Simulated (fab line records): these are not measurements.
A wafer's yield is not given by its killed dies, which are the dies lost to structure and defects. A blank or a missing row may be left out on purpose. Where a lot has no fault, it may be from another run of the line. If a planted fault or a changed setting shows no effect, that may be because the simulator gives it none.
fab line records | flow n5_finfet
record lots=5 | wafers=14 | last_day=18
route steps=1938 shown BEOL_M4@1099 BEOL_M5@1112 BEOL_M15@1800 PASSIVATION@1936
lots that met no fault: from a run of the same line without faults
start_h: hours from the record's first day to the start of the lot's first wafer shown | wait_h: hours since the lot's step before | " unchanged from the row above | L1.1+2: a single row standing in for several wafers | - no value present, or no start provided | * or withheld: withheld | < > ~ a bound
route shown NAME@n: NAME is a module with steps in the file, n the number in the route of the first one | usual: mean/standard deviation taken from wafers without a fault | same: alike in all rows | chamber/n: place in a boat | sites: the reading at each site | _std_site: the values' standard deviation | _edge_site: the outer-site mean with the inner-site mean subtracted | radius_mm: how far each site lies from the wafer's centre | mask NAME#n: copy n | behind: the most recent tool/chamber to have shaped the wafer | hold: cause of the lot's hold/its duration in hours/its outcome | device: whichever transistor did not switch (one of n, p or np) | end of line: the tests these same wafers got at the end of their route | a step with no rows: only its recipe | killed: dies that structure and defects cost at the first sort, which is not the same as the wafer's yield | map: per-die view of a wafer (x killed, . not killed, _ where there is no die)
set.NAME: the run value of the setting; set.NAME@STEP: its run value at that earlier step | model.NAME: the simulator's own value behind a step, which no gauge read
lots seen at some steps along the route; tables by step, rows by wafer
services: from which hour (start_h, from the record's first day; less than 0 if before it) a tool's chamber was out of use, for how many hours, and why
## steps
# step N5_BEOL_M4_ANNEAL_95
# recipe temp_c=400 | time_s=240 | ambient=vacuum
# step N5_BEOL_M4_SPUTTER_96
# recipe material=Cu | target_thk_a=45 | temp_c=-20 | chamber_pressure_pa=0.07 | power_w=withheld | time_s=8.29
# step N5_BEOL_M4_ECD_50
# recipe material=Cu | target_thk_a=3000
# step N5_BEOL_M4_ANNEAL_51
# recipe temp_c=225 | time_s=90 | ambient=N2
# step N5_BEOL_M4_CMP_52
# recipe stop_on=SiOC | t_overpolish_s=6.8 | down_force_psi=1 | platen_rpm=50 | clearing_platen_down_force_psi=1.5 | clearing_platen_rpm=50 | post_cmp_clean=cu_alkaline | target_thk_nm=40 | clearing_platen_pad_velocity_m_s=0.99484 | pad_velocity_m_s=0.99484
# step N5_BEOL_M4_PRE_CLEAN_60
# recipe gas=NH3/H2 | time_s=15 | temp_c=* | rf_power_w=300
# step N5_BEOL_M4_CO_CAP_55
# recipe material=Co | target_thk_a=20 | temp_c=200 | precursor=CCTBA/H2 | pressure_torr=30 | time_s=102.1
# step N5_BEOL_M4_PRE_CLEAN_56
# recipe gas=NH3 | time_s=15 | temp_c=withheld | rf_power_w=300
# step N5_BEOL_M4_DEP_57
# recipe material=SiCN | target_thk_a=80 | temp_c=withheld | precursor=3MS/NH3 | pressure_torr=3 | rf_w=202 | time_s=14
# step N5_BEOL_M4_RC_MEAS_101
# usual DIBL_N=35.3/2.5 | DIBL_P=35/3.3 | IOFF_N=0.15/0.049 | IOFF_P=0.20/0.056 | ION_N=673/16 | ION_P=462/10 | SS_N=71.2/0.85 | SS_P=73.0/0.97 | VT_N=252/4.9 | VT_P=-251/5
lot.wafer | tool      | chamber | start_h | wait_h | DIBL_N[mV/V] | DIBL_P[mV/V] | IOFF_N[nA/um] | IOFF_P[nA/um] | ION_N[uA/um] | ION_P[uA/um] | SS_N[mV/dec] | SS_P[mV/dec] | VT_N[mV] | VT_P[mV]
L117.2    | prober-02 | 0       | 237.71  | 0.2    | 34.4         | 33           | 0.13          | 0.15          | 665          | 452          | 70.7         | 72.0         | 253      | -257
L117.5    | "         | 0       | "       | "      | 36.5         | 36           | 0.18          | 0.19          | 693          | 471          | 71.7         | 73.0         | 245      | -256
L117.6    | "         | 0       | "       | "      | 32.6         | 31           | 0.10          | 0.13          | 649          | 445          | 71.2         | 71.2         | 255      | -261
L116.4    | prober-01 | 0       | 242.56  | 0.5    | 33.8         | 35           | 0.13          | 0.20          | 671          | 466          | 70.9         | 72.3         | 254      | -248
L116.6    | "         | 0       | "       | "      | 35.8         | 36           | 0.15          | 0.21          | 669          | 460          | 71.0         | 72.8         | 248      | -249
L120.3    | prober-01 | 0       | 245.41  | 0.3    | 32.9         | 31           | 0.11          | 0.18          | 665          | 466          | 70.6         | 71.7         | 256      | -247
L120.4    | "         | 0       | "       | "      | 35.1         | 35           | 0.14          | 0.25          | 693          | 486          | 71.6         | 72.4         | 248      | -243
L120.6    | "         | 0       | "       | "      | 32.9         | 33           | 0.12          | 0.21          | 689          | 485          | 71.3         | 72.2         | 251      | -243
L119.1    | prober-02 | 0       | 267.52  | 0.0    | 42.3         | 44           | 0.34          | 0.37          | 707          | 477          | 73.0         | 75.4         | 240      | -241
L119.2    | "         | 0       | "       | "      | 37.7         | 40           | 0.22          | 0.26          | 684          | 466          | 71.8         | 74.4         | 245      | -248
L119.6    | "         | 0       | "       | "      | 35.5         | 37           | 0.17          | 0.21          | 680          | 463          | 72.0         | 73.5         | 249      | -251
L129.2    | prober-02 | 0       | 318.61  | 0.2    | 34.5         | 33           | 0.11          | 0.15          | 668          | 456          | 71.7         | 73.3         | 257      | -261
L129.4    | "         | 0       | "       | "      | 33.6         | 31           | 0.10          | 0.13          | 652          | 442          | 71.3         | 72.7         | 259      | -260
L129.6    | "         | 0       | "       | "      | 37.2         | 36           | 0.15          | 0.19          | 680          | 458          | 72.1         | 74.1         | 254      | -255
# step N5_BEOL_M5_ILD_DEP_00
# recipe material=SiCOH_lowk | target_thk_a=1406.4 | temp_c=300 | precursor=DEMS/porogen | pressure_torr=5 | rf_w=500 | time_s=25.9
# step N5_BEOL_M5_CURE_79
# recipe temp_c=385 | time_s=240 | ambient=He/Ar | material=SiCOH_lowk
# step N5_BEOL_M5_PECVD_70
# recipe material=SiO2 | target_thk_a=160 | temp_c=400 | precursor=TEOS/O2 | pressure_torr=5.5 | rf_w=450 | teos_flow_sccm=53.8 | gas=O2 | flow_sccm=3000 | time_s=18
# step N5_BEOL_M5_HM_DEP_02
# recipe material=TiN | target_thk_a=200 | temp_c=25 | chamber_pressure_pa=0.49996
# step N5_BEOL_M5_COAT_59
# recipe resist=SOC | temp_c=250 | time_s=60 | spin_rpm=1500 | resist_thk_nm=60
# step N5_BEOL_M5_COAT_60
# recipe resist=SiARC | temp_c=220 | time_s=60 | spin_rpm=1500 | resist_thk_nm=12
# step N5_BEOL_M5_COAT_71
# recipe resist=underlayer | temp_c=205 | time_s=60 | spin_rpm=1500 | resist_thk_nm=5
# step N5_BEOL_M5_COAT_05
# recipe resist=CAR-EUV | spin_rpm=1500 | resist_thk_nm=30
# step N5_BEOL_M5_EBR_07
# recipe solvent=PGMEA | ebr_width_mm=1.5
# step N5_BEOL_M5_SOFTBAKE_06
# recipe temp_c=110 | time_s=60 | resist=CAR-EUV
# step N5_BEOL_M5_EXPOSE_08
# recipe mask_id=M5 | na=0.33 | source_shape=annular | sigma_inner=0.4 | sigma_outer=0.8 | polarization=unpolarized | target_cd_nm=28 | dose_mj=35.75
# step N5_BEOL_M5_PEB_09
# recipe peb_temp_c=100 | peb_time_s=60 | resist=CAR-EUV
# step N5_BEOL_M5_DEVELOP_10
# recipe develop_time_s=30 | developer=TMAH | resist=CAR-EUV | rinse_liquid=surfactant_rinse | dry=air_spin | dev_temp_c=23
# step N5_BEOL_M5_DESCUM_16
# recipe chemistry=O2 | time_s=7 | source_power_w=50 | bias_power_w=20 | pressure_mtorr=20 | rf_frequency_hz=2.712e+07 | temp_c=40 | resist=CAR-EUV | o2_flow_sccm=225
# step N5_BEOL_M5_ETCH_72
# recipe chemistry=N2/H2 | target=underlayer | target_depth_a=65 | mask_material=CAR-EUV | time_s=5.2 | ion_energy_ev=200 | pressure_mtorr=30 | source_w=840 | bias_w=150 | n2_flow_sccm=200 | h2_flow_sccm=200 | ends=cleared
# step N5_BEOL_M5_ETCH_61
# recipe chemistry=CF4 | target=SiARC | target_depth_a=156 | mask_material=CAR-EUV | time_s=26 | ion_energy_ev=80 | pressure_mtorr=40 | source_w=545 | bias_w=36 | Ar_flow_sccm=100 | cf4_flow_sccm=100 | ends=cleared
# step N5_BEOL_M5_ETCH_62
# recipe chemistry=N2/H2 | target=SOC | target_depth_a=750 | overetch_a=150 | mask_material=SiARC | temp_c=40 | time_s=112.5 | ion_energy_ev=200 | pressure_mtorr=30 | source_w=840 | bias_w=150 | n2_flow_sccm=200 | h2_flow_sccm=200
# step N5_BEOL_M5_STRIP_63
# recipe chemistry=N2/H2 | temp_c=40 | n2_flow_sccm=200 | h2_flow_sccm=200 | rf_frequency_hz=6e+07
# step N5_BEOL_M5_STRIP_73
# recipe chemistry=N2/H2 | temp_c=40 | n2_flow_sccm=200 | h2_flow_sccm=200 | rf_frequency_hz=6e+07
# step N5_BEOL_M5_STRIP_64
# recipe chemistry=CF4 | resist=SiARC | power_w=300 | bias_power_w=75 | pressure_mtorr=50 | cf4_flow_sccm=150 | rf_frequency_hz=6e+07
# step N5_BEOL_M5_HM_OPEN_17
# recipe chemistry=Cl2/BCl3 | target_depth_a=200 | overetch_a=60 | target=TiN | mask_material=SOC | ion_energy_ev=150 | pressure_mtorr=10 | icp_w=1000 | bias_w=126 | Cl2_flow_sccm=53.25 | bcl3_flow_sccm=21.75 | Ar_flow_sccm=25
# step N5_BEOL_M5_STRIP_19
# recipe chemistry=O2 | power_w=400 | temp_c=40 | pressure_mtorr=30 | rf_frequency_hz=6e+07 | bias_power_w=0 | overash_fraction=0.2 | o2_flow_sccm=225
# step N5_BEOL_M5_COAT_65
# recipe resist=SOC | temp_c=250 | time_s=60 | spin_rpm=1500 | resist_thk_nm=60
# step N5_BEOL_M5_COAT_66
# recipe resist=SiARC | temp_c=220 | time_s=60 | spin_rpm=1500 | resist_thk_nm=12
# step N5_BEOL_M15_EXPOSE_25
# recipe mask_id=M15 | na=0.8 | source_shape=annular | sigma_inner=0.5 | sigma_outer=0.8 | polarization=unpolarized | target_cd_nm=400 | dose_mj=35.5
lot.wafer  | tool           | chamber | start_h | wait_h | mask
L117.2+5+6 | krf_scanner-01 | 0       | 324.48  | -      | M15#0
L120.3+4+6 | krf_scanner-01 | 0       | 332.64  | -      | M15#0
L116.4+6   | krf_scanner-01 | 0       | 338.72  | -      | M15#0
L119.1+2+6 | krf_scanner-01 | 0       | 353.64  | -      | M15#0
L129.2+4+6 | krf_scanner-02 | 0       | 408.80  | -      | M15#0
# step N5_BEOL_M15_CD_MEAS_28
# recipe target_cd_nm=407.6 | landing_energy_ev=500 | detector=se_inlens
# usual cd_nm=408.8/2.3
lot.wafer | tool      | chamber | start_h | wait_h | cd_nm
L117.2    | cd_sem-02 | 0       | 324.65  | -      | 408.3
L117.5    | "         | 0       | "       | "      | 409.3
L117.6    | "         | 0       | "       | "      | 411.0
L120.3    | cd_sem-01 | 0       | 332.80  | -      | 408.3
L120.4    | "         | 0       | "       | "      | 409.2
L120.6    | "         | 0       | "       | "      | 592.8
L116.4    | cd_sem-02 | 0       | 338.88  | -      | 408.5
L116.6    | "         | 0       | "       | "      | 597.0
L119.1    | cd_sem-03 | 0       | 353.82  | -      | 406.6
L119.2    | "         | 0       | "       | "      | 595.5
L119.6    | "         | 0       | "       | "      | 594.9
L129.2    | cd_sem-03 | 0       | 408.96  | -      | 407.6
L129.4    | "         | 0       | "       | "      | 409.7
L129.6    | "         | 0       | "       | "      | 408.2
# step N5_BEOL_M15_DESCUM_33
# recipe chemistry=O2 | time_s=7.9 | source_power_w=50 | bias_power_w=20 | pressure_mtorr=20 | rf_frequency_hz=2.712e+07 | temp_c=40 | o2_flow_sccm=225
# usual bias_power_w=20.00/0.062 | drypump_motor_current_A=5.6/0.41 | o2_flow_sccm=225.1/0.66 | oes_product_au=0.77/0.093 | rf_vpp_V=242.8/1.3 | showerhead_plenum_p_Torr=2.07/0.075 | throttle_valve_pct=20.55/0.23
lot.wafer | tool        | chamber | start_h | wait_h | bias_power_w | drypump_motor_current_A | o2_flow_sccm | oes_product_au | rf_hours_counter_h | rf_vpp_V | showerhead_plenum_p_Torr | throttle_valve_pct | model.BEOL_M15.cd_nm
L117.2    | rie_diel-03 | 1       | 324.74  | 0.0    | 19.95        | 5.1                     | 226.0        | 0.93           | 19                 | 241.4    | 2.04                     | 20.49              | 408.6
L117.5    | "           | 1       | "       | "      | 20.06        | 5.1                     | 225.3        | 0.92           | -                  | 242.9    | 2.04                     | 20.51              | 409.4
L117.6    | "           | 0       | "       | "      | 19.95        | 5.4                     | 225.4        | 0.69           | -                  | 245.1    | 2.17                     | 20.91              | 411.2
L120.3    | rie_diel-02 | 0       | 332.89  | 0.0    | 20.06        | 5.6                     | 225.0        | 0.85           | 43                 | 242.7    | 2.14                     | 20.19              | 408.4
L120.4    | "           | 2       | "       | "      | 19.91        | 5.9                     | 225.2        | 0.73           | 182                | 243.1    | 2.07                     | 20.44              | 409.2
L120.6    | "           | 3       | "       | "      | 20.11        | 5.3                     | 224.7        | 0.76           | -                  | 243.9    | 2.12                     | 20.42              | 592.8
L116.4    | rie_diel-03 | 0       | 338.96  | 0.0    | 19.94        | 5.4                     | 225.2        | 0.69           | 241                | 244.7    | 2.17                     | 20.92              | 408.8
L116.6    | "           | 1       | "       | "      | 20.09        | 5.1                     | 224.3        | 0.91           | -                  | 242.4    | 2.04                     | 20.51              | 597
L119.1    | rie_diel-01 | 0       | 353.91  | 0.0    | 20.03        | 6.4                     | 223.9        | 0.69           | 229                | 243.4    | 2.08                     | 20.44              | 406.8
L119.2    | "           | 2       | "       | "      | 19.90        | 6.1                     | 225.5        | 0.71           | 211                | 243.8    | 2.16                     | 20.23              | 595.2
L119.6    | "           | 0       | "       | "      | 19.98        | 6.4                     | 223.7        | 0.69           | -                  | 243.0    | 2.08                     | 20.43              | 594.6
L129.2    | rie_diel-03 | 3       | 409.31  | 0.3    | 19.94        | 5.2                     | 225.1        | 0.68           | 226                | 242.2    | 1.97                     | 20.64              | 407.8
L129.4    | "           | 2       | "       | "      | 20.11        | 5.8                     | 224.6        | 0.85           | 69                 | 241.2    | 2.04                     | 20.68              | 410
L129.6    | "           | 1       | "       | "      | 20.05        | 5.1                     | 225.4        | 0.86           | -                  | 242.1    | 2.03                     | 20.55              | 408.2
# step N5_BEOL_M15_ETCH_38
# recipe chemistry=CF4/N2 | target=SiCN | target_depth_a=1064 | taper_deg=2 | time_s=120.5 | ion_energy_ev=150 | mask_material=SiO2 | pressure_mtorr=40 | source_w=430 | bias_w=70 | Ar_flow_sccm=100 | cf4_flow_sccm=60 | n2_flow_sccm=60
# usual drypump_motor_current_A=5.6/0.4 | oes_product_au=0.78/0.093 | rf_vpp_V=381.7/1.8 | showerhead_plenum_p_Torr=2.18/0.071 | throttle_valve_pct=15.57/0.23
lot.wafer | tool        | chamber | start_h | wait_h | drypump_motor_current_A | oes_product_au | rf_hours_counter_h | rf_vpp_V | showerhead_plenum_p_Torr | throttle_valve_pct | model.BEOL_M15.cd_nm
L117.2    | rie_diel-03 | 3       | -       | -      | 5.2                     | 0.70           | 199                | 378.9    | 2.11                     | 15.71              | 400.8
L117.5    | "           | 0       | "       | "      | 5.4                     | 0.69           | -                  | 384.0    | 2.28                     | 15.94              | 401.6
L117.6    | "           | 3       | "       | "      | 5.2                     | 0.70           | -                  | 378.6    | 2.11                     | 15.72              | 401.8
L120.3    | rie_diel-02 | 3       | -       | -      | 5.3                     | 0.79           | 123                | 381.8    | 2.22                     | 15.40              | 400.4
L120.4    | "           | 1       | "       | "      | 5.6                     | 0.74           | 191                | 380.5    | 2.10                     | 15.75              | 400.6
L120.6    | "           | 2       | "       | "      | 5.8                     | 0.71           | -                  | 382.4    | 2.20                     | 15.62              | 586
L116.4    | rie_diel-03 | 3       | -       | -      | 5.2                     | 0.69           | 202                | 379.5    | 2.10                     | 15.73              | 399
L116.6    | "           | 3       | "       | "      | 5.2                     | 0.69           | -                  | 379.8    | 2.10                     | 15.72              | 589.4
L119.1    | rie_diel-03 | 1       | -       | -      | 5.1                     | 0.88           | 28                 | 381.6    | 2.16                     | 15.54              | 399.8
L119.2    | "           | 3       | "       | "      | 5.2                     | 0.69           | 206                | 378.2    | 2.10                     | 15.73              | 588
L119.6    | "           | 0       | "       | "      | 5.4                     | 0.70           | -                  | 383.8    | 2.27                     | 15.94              | 586.8
L129.2    | rie_diel-03 | 0       | -       | -      | 5.4                     | 0.94           | 9                  | 383.4    | 2.27                     | 15.47              | 398.6
L129.4    | "           | 1       | "       | "      | 5.1                     | 0.86           | 48                 | 381.4    | 2.16                     | 15.58              | 403.8
L129.6    | "           | 3       | "       | "      | 5.2                     | 0.67           | -                  | 379.9    | 2.10                     | 15.76              | 401.4
# step N5_PASSIVATION_PROBE_49
# usual defect_limited_yield=91.3/1.4 | killed_at_M0_to_M3=33/9.9 | killed_at_M4_up=15/5.6 | killed_at_contacts=13/5.7 | killed_at_front_end=38/12 | killed_at_other=4/3.1 | killed_dies=103/17 | killed_on_rim=13/4 | killed_open=66/13 | killed_short=32/7.8 | sort_bin_4_leakage=0.02/0.16 | sort_bin_5_function=5.1/0.95 | sort_bin_6_memory=3.2/0.68 | sort_bin_8_speed=0.02/0.22 | sort_n_pass=1077/17 | sort_yield_pct=91.3/1.5
# same gross_dies=1180 | killed_at_back_side=0
lot.wafer | tool      | chamber | start_h | wait_h | defect_limited_yield[%] | killed_at_M0_to_M3 | killed_at_M4_up | killed_at_contacts | killed_at_front_end | killed_at_other | killed_dies | killed_on_rim | killed_open | killed_short | sort_bin_4_leakage[%] | sort_bin_5_function[%] | sort_bin_6_memory[%] | sort_bin_8_speed[%] | sort_n_pass | sort_yield_pct[%]
L120.3    | prober-01 | -       | 350.44  | 0.1    | 92.4                    | 36                 | 9               | 25                 | 20                  | 0               | 90          | 11            | 60          | 26           | 0                     | 4.9                    | 2.5                  | 0                   | 1090        | 92.4
L120.4    | prober-01 | -       | 350.49  | 0.2    | 92.2                    | 48                 | 10              | 13                 | 21                  | 0               | 92          | 17            | 61          | 28           | 0                     | 5.1                    | 2.4                  | 0                   | 1088        | 92.2
L120.6    | prober-01 | -       | 350.59  | 0.3    | 0                       | 40                 | 1086            | 24                 | 21                  | 9               | 1180        | 152           | 60          | 38           | 0                     | 4.9                    | 3.3                  | 0                   | 0           | 0
L116.6    | prober-02 | -       | 355.18  | 0.3    | 0                       | 23                 | 1082            | 22                 | 48                  | 5               | 1180        | 152           | 84          | 33           | 0                     | 6.3                    | 3.6                  | 0                   | 0           | 0
L119.2    | prober-02 | -       | 371.64  | 0.1    | 0                       | 42                 | 1062            | 13                 | 60                  | 3               | 1180        | 152           | 88          | 38           | 0                     | 7.0                    | 3.4                  | 0                   | 0           | 0
L119.6    | prober-02 | -       | 371.84  | 0.3    | 0                       | 30                 | 1079            | 26                 | 42                  | 3               | 1180        | 152           | 77          | 41           | 0                     | 6.1                    | 3.5                  | 0                   | 0           | 0
L129.2    | prober-02 | -       | 432.57  | 0.1    | 90.2                    | 29                 | 7               | 10                 | 63                  | 7               | 116         | 7             | 64          | 41           | 0                     | 5.2                    | 3.2                  | 0                   | 1064        | 90.2
L129.4    | prober-02 | -       | 432.67  | 0.2    | 90.7                    | 26                 | 8               | 15                 | 59                  | 2               | 110         | 14            | 86          | 20           | 0                     | 5.9                    | 3.1                  | 0                   | 1070        | 90.7
L129.6    | prober-02 | -       | 432.77  | 0.3    | 93.0                    | 20                 | 14              | 10                 | 39                  | 0               | 83          | 8             | 59          | 18           | 0                     | 4.1                    | 2.5                  | 0                   | 1097        | 93.0
# killed by level:class
L120.3 MOL_CONTACT_COAG:geometric_particle:open=21 BEOL_M0_SAQP:geometric_particle:open=9 BEOL_M2:geometric_particle:open=7 BEOL_M0_SAQP:geometric_particle:short=5 BEOL_M1:geometric_particle:short=5 FIN_SAQP:geometric_particle:short=4 DUMMY_GATE:geometric_particle:open=4 FIN_SAQP:geometric_particle:open=3
L120.4 MOL_CONTACT_COAG:geometric_particle:open=12 BEOL_M3:geometric_particle:open=10 BEOL_M0_SAQP:geometric_particle:short=9 BEOL_M0_SAQP:geometric_particle:open=8 BEOL_M2:geometric_particle:open=6 BEOL_M1:geometric_particle:short=5 FIN_SAQP:geometric_particle:open=4 STI_FIN_REVEAL:geometric_particle:open=4
L120.6 BEOL_M15:area_expose=1076 MOL_CONTACT_COAG:geometric_particle:open=19 BEOL_M0_SAQP:geometric_particle:short=11 BEOL_M2:geometric_particle:open=7 FIN_SAQP:geometric_particle:short=6 BEOL_M3:geometric_particle:open=6 BEOL_M0_SAQP:geometric_particle:open=5 PAD_METAL:geometric_particle:short=5
L116.6 BEOL_M15:area_expose=1061 MOL_CONTACT_COAG:geometric_particle:open=19 FIN_SAQP:geometric_particle:open=12 FIN_SAQP:geometric_particle:short=10 BEOL_M3:geometric_particle:open=9 BEOL_M7:geometric_particle:open=7 GATE_CUT:geometric_particle:short=6 BEOL_M5:geometric_particle:open=5
L119.2 BEOL_M15:area_expose=1050 STI_FIN_REVEAL:geometric_particle:open=26 BEOL_M0_SAQP:geometric_particle:open=18 BEOL_M0_SAQP:geometric_particle:short=12 MOL_CONTACT_COAG:geometric_particle:open=11 FIN_SAQP:geometric_particle:open=8 GATE_CUT:geometric_particle:short=6 STI_FIN_REVEAL:geometric_particle:short=5
L119.6 BEOL_M15:area_expose=1062 MOL_CONTACT_COAG:geometric_particle:open=21 BEOL_M0_SAQP:geometric_particle:open=12 BEOL_M0_SAQP:geometric_particle:short=9 FIN_SAQP:geometric_particle:open=6 BEOL_M4:geometric_particle:open=6 FIN_SAQP:geometric_particle:short=5 STI_FIN_REVEAL:geometric_particle:open=5
L129.2 STI_FIN_REVEAL:geometric_particle:open=14 FIN_SAQP:geometric_particle:short=9 BEOL_M0_SAQP:geometric_particle:open=9 HKMG_FIN:area_etch=9 MOL_CONTACT_COAG:geometric_particle:open=7 BEOL_M2:geometric_particle:open=7 STI_FIN_REVEAL:geometric_particle:short=6 BEOL_M0_SAQP:geometric_particle:short=6
L129.4 STI_FIN_REVEAL:geometric_particle:open=21 FIN_SAQP:geometric_particle:open=13 MOL_CONTACT_COAG:geometric_particle:open=12 BEOL_M2:geometric_particle:open=5 BEOL_M3:geometric_particle:open=5 FIN_SAQP:geometric_particle:short=4 BEOL_M0_SAQP:geometric_particle:short=4 BEOL_M0_SAQP:geometric_particle:open=4
L129.6 STI_FIN_REVEAL:geometric_particle:open=13 FIN_SAQP:geometric_particle:open=11 MOL_CONTACT_COAG:geometric_particle:open=8 BEOL_M0_SAQP:geometric_particle:short=5 BEOL_M4:geometric_particle:open=5 BEOL_M2:geometric_particle:open=4 BEOL_M3:geometric_particle:open=4 BEOL_M1:geometric_particle:open=3
# map L116.6 (x killed, . not)
_________________xxxxxxxxxxxx________________
______________xxxxxxxxxxxxxxxxxx_____________
___________xxxxxxxxxxxxxxxxxxxxxxxx__________
__________xxxxxxxxxxxxxxxxxxxxxxxxxx_________
________xxxxxxxxxxxxxxxxxxxxxxxxxxxxxx_______
_______xxxxxxxxxxxxxxxxxxxxxxxxxxxxxxxx______
______xxxxxxxxxxxxxxxxxxxxxxxxxxxxxxxxxx_____
_____xxxxxxxxxxxxxxxxxxxxxxxxxxxxxxxxxxxx____
____xxxxxxxxxxxxxxxxxxxxxxxxxxxxxxxxxxxxxx___
___xxxxxxxxxxxxxxxxxxxxxxxxxxxxxxxxxxxxxxxx__
___xxxxxxxxxxxxxxxxxxxxxxxxxxxxxxxxxxxxxxxx__
__xxxxxxxxxxxxxxxxxxxxxxxxxxxxxxxxxxxxxxxxxx_
__xxxxxxxxxxxxxxxxxxxxxxxxxxxxxxxxxxxxxxxxxx_
_xxxxxxxxxxxxxxxxxxxxxxxxxxxxxxxxxxxxxxxxxxxx
_xxxxxxxxxxxxxxxxxxxxxxxxxxxxxxxxxxxxxxxxxxxx
_xxxxxxxxxxxxxxxxxxxxxxxxxxxxxxxxxxxxxxxxxxxx
_xxxxxxxxxxxxxxxxxxxxxxxxxxxxxxxxxxxxxxxxxxxx
_xxxxxxxxxxxxxxxxxxxxxxxxxxxxxxxxxxxxxxxxxxxx
_xxxxxxxxxxxxxxxxxxxxxxxxxxxxxxxxxxxxxxxxxxxx
_xxxxxxxxxxxxxxxxxxxxxxxxxxxxxxxxxxxxxxxxxxxx
_xxxxxxxxxxxxxxxxxxxxxxxxxxxxxxxxxxxxxxxxxxxx
__xxxxxxxxxxxxxxxxxxxxxxxxxxxxxxxxxxxxxxxxxx_
__xxxxxxxxxxxxxxxxxxxxxxxxxxxxxxxxxxxxxxxxxx_
___xxxxxxxxxxxxxxxxxxxxxxxxxxxxxxxxxxxxxxxx__
___xxxxxxxxxxxxxxxxxxxxxxxxxxxxxxxxxxxxxxxx__
____xxxxxxxxxxxxxxxxxxxxxxxxxxxxxxxxxxxxxx___
_____xxxxxxxxxxxxxxxxxxxxxxxxxxxxxxxxxxxx____
______xxxxxxxxxxxxxxxxxxxxxxxxxxxxxxxxxx_____
_______xxxxxxxxxxxxxxxxxxxxxxxxxxxxxxxx______
________xxxxxxxxxxxxxxxxxxxxxxxxxxxxxx_______
__________xxxxxxxxxxxxxxxxxxxxxxxxxx_________
___________xxxxxxxxxxxxxxxxxxxxxxxx__________
______________xxxxxxxxxxxxxxxxxx_____________
_________________xxxxxxxxxxxx________________
# map L119.2 (x killed, . not)
_________________xxxxxxxxxxxx________________
______________xxxxxxxxxxxxxxxxxx_____________
___________xxxxxxxxxxxxxxxxxxxxxxxx__________
__________xxxxxxxxxxxxxxxxxxxxxxxxxx_________
________xxxxxxxxxxxxxxxxxxxxxxxxxxxxxx_______
_______xxxxxxxxxxxxxxxxxxxxxxxxxxxxxxxx______
______xxxxxxxxxxxxxxxxxxxxxxxxxxxxxxxxxx_____
_____xxxxxxxxxxxxxxxxxxxxxxxxxxxxxxxxxxxx____
____xxxxxxxxxxxxxxxxxxxxxxxxxxxxxxxxxxxxxx___
___xxxxxxxxxxxxxxxxxxxxxxxxxxxxxxxxxxxxxxxx__
___xxxxxxxxxxxxxxxxxxxxxxxxxxxxxxxxxxxxxxxx__
__xxxxxxxxxxxxxxxxxxxxxxxxxxxxxxxxxxxxxxxxxx_
__xxxxxxxxxxxxxxxxxxxxxxxxxxxxxxxxxxxxxxxxxx_
_xxxxxxxxxxxxxxxxxxxxxxxxxxxxxxxxxxxxxxxxxxxx
_xxxxxxxxxxxxxxxxxxxxxxxxxxxxxxxxxxxxxxxxxxxx
_xxxxxxxxxxxxxxxxxxxxxxxxxxxxxxxxxxxxxxxxxxxx
_xxxxxxxxxxxxxxxxxxxxxxxxxxxxxxxxxxxxxxxxxxxx
_xxxxxxxxxxxxxxxxxxxxxxxxxxxxxxxxxxxxxxxxxxxx
_xxxxxxxxxxxxxxxxxxxxxxxxxxxxxxxxxxxxxxxxxxxx
_xxxxxxxxxxxxxxxxxxxxxxxxxxxxxxxxxxxxxxxxxxxx
_xxxxxxxxxxxxxxxxxxxxxxxxxxxxxxxxxxxxxxxxxxxx
__xxxxxxxxxxxxxxxxxxxxxxxxxxxxxxxxxxxxxxxxxx_
__xxxxxxxxxxxxxxxxxxxxxxxxxxxxxxxxxxxxxxxxxx_
___xxxxxxxxxxxxxxxxxxxxxxxxxxxxxxxxxxxxxxxx__
___xxxxxxxxxxxxxxxxxxxxxxxxxxxxxxxxxxxxxxxx__
____xxxxxxxxxxxxxxxxxxxxxxxxxxxxxxxxxxxxxx___
_____xxxxxxxxxxxxxxxxxxxxxxxxxxxxxxxxxxxx____
______xxxxxxxxxxxxxxxxxxxxxxxxxxxxxxxxxx_____
_______xxxxxxxxxxxxxxxxxxxxxxxxxxxxxxxx______
________xxxxxxxxxxxxxxxxxxxxxxxxxxxxxx_______
__________xxxxxxxxxxxxxxxxxxxxxxxxxx_________
___________xxxxxxxxxxxxxxxxxxxxxxxx__________
______________xxxxxxxxxxxxxxxxxx_____________
_________________xxxxxxxxxxxx________________
## services
tool           | chamber | start_h | hours | kind
rie_diel-02    | 2       | 311.15  | 15.1  | repair
rie_diel-03    | 2       | 315.58  | 9.5   | repair
krf_scanner-02 | -       | 318.30  | 0.8   | pm
krf_scanner-02 | -       | 320.17  | 0.3   | repair
krf_scanner-02 | -       | 324.16  | 1.3   | pm
krf_scanner-02 | -       | 327.39  | 0.8   | repair
krf_scanner-01 | -       | 339.20  | 1.0   | pm
rie_diel-01    | 3       | 344.62  | -     | clean
rie_diel-01    | 3       | 344.62  | -     | consumable_replace:focus_ring
rie_diel-01    | 3       | 344.62  | -     | consumable_replace:showerhead
rie_diel-01    | 3       | 344.62  | 16.0  | scheduled_down
rie_diel-01    | 3       | 344.62  | 16.0  | vent_cycle
rie_diel-01    | -       | 347.50  | 0.1   | repair
rie_diel-02    | -       | 355.65  | 15.6  | pm
rie_diel-03    | 0       | 365.55  | -     | clean
rie_diel-03    | 0       | 365.55  | -     | consumable_replace:focus_ring
rie_diel-03    | 0       | 365.55  | 18.1  | scheduled_down
rie_diel-03    | 0       | 365.55  | 18.1  | vent_cycle
krf_scanner-01 | -       | 378.25  | 0.8   | pm
rie_diel-02    | -       | 410.46  | 2.8   | pm
## key
first_sign step=N5_BEOL_M15_CD_MEAS_28 | reading=cd_nm | direction=up | sigmas=79 | usual=408.8 | struck=595.1
effect step=N5_PASSIVATION_PROBE_49 | reading=killed_at_M4_up | direction=up | sigmas=99+ | usual=15 | struck=1077
model_effect step=N5_BEOL_M15_DESCUM_33 | value=BEOL_M15.cd_nm | without=410.2 | struck=594.9
model_effect step=N5_BEOL_M15_ETCH_38 | value=BEOL_M15.cd_nm | without=402.8 | struck=587.5
more_kills_born_at N5_BEOL_M15_EXPOSE_25@krf_scanner-01=4249
met_at N5_BEOL_M15_EXPOSE_25
struck_wafers L116.6,L119.2,L119.6,L120.6
later_rows_left_out L116.6,L119.2,L119.6,L120.6
onset_between 324.48 332.64
fault kind=process_parameter_drift | tool=krf_scanner-01 | chamber=- | onset_h=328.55 | steps=N5_BEOL_M15_EXPOSE_25 | channel=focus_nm | offset=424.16 | shape=step | end_h=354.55 | scope=struck_wafers_only
# later_rows_left_out: the simulator's readings of these wafers behind a module that went badly wrong aren't trusted and aren't shown, but for the sort
